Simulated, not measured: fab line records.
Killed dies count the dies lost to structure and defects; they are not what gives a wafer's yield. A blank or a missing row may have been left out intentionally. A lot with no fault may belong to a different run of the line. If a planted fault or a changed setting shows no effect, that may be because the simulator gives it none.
Which tool did it? / flow n5Finfet / 12 lots, 36 wafers sampled, at 1 step of a route of 1938

WHAT THE GAUGES READ, wafer by wafer
N5_BEOL_M5_CD_MEAS_11: the cd target is 27.74 nm.
lot=L074; measured=day 8 06:11; on=cdSem-03; cdNm (nm)=27.69 28.20 28.39
lot=L078; measured=day 9 00:45; on=cdSem-02; cdNm (nm)=27.68 28.43 27.95
lot=L079; measured=day 9 03:36; on=cdSem-03; cdNm (nm)=27.78 28.01 27.92
lot=L080; measured=day 9 13:35; on=cdSem-03; cdNm (nm)=28.14 28.27 28.08
lot=L083; measured=day 10 03:04; on=cdSem-01; cdNm (nm)=28.22 28.61 28.10
lot=L085; measured=day 10 22:47; on=cdSem-02; cdNm (nm)=28.02 28.04 28.06
lot=L088; measured=day 11 08:43; on=cdSem-03; cdNm (nm)=28.04 28.12 28.01
lot=L089; measured=day 11 18:37; on=cdSem-02; cdNm (nm)=28.10 28.07 28.25
lot=L091; measured=day 12 05:11; on=cdSem-02; cdNm (nm)=28.27 28.05 27.94
lot=L092; measured=day 12 19:30; on=cdSem-03; cdNm (nm)=28.27 28.20 28.34
lot=L096; measured=day 13 09:43; on=cdSem-02; cdNm (nm)=28.11 28.12 28.03
lot=L097; measured=day 13 11:53; on=cdSem-01; cdNm (nm)=28.62 27.97 28.06

WHICH TOOL RAN EACH LOT (tool, then ch and the chambers of the sampled wafers, then the start)
There is no process step in the record ahead of these readings.

THE ANSWER, worked out from the rows above alone
Rule: the lots themselves supply what counts as usual. Put in order of their means at a reading, lots are off if they are a third of the lots or fewer, leave a main group of 4 or more, and stand apart from it by a gap of 3 or more times the standard deviation of the main group's means; of several such gaps the widest counts. If all means in a main group match to the digits the tables above print for the reading, that group is not used. Also off: a lot with no number at a reading for which 4 or more lots have one. The other lots that the step has rows for count as sound.
Across all readings shown, no lot is off: no conclusion can be drawn from this.

WHAT THE SIMULATOR HAD PUT IN
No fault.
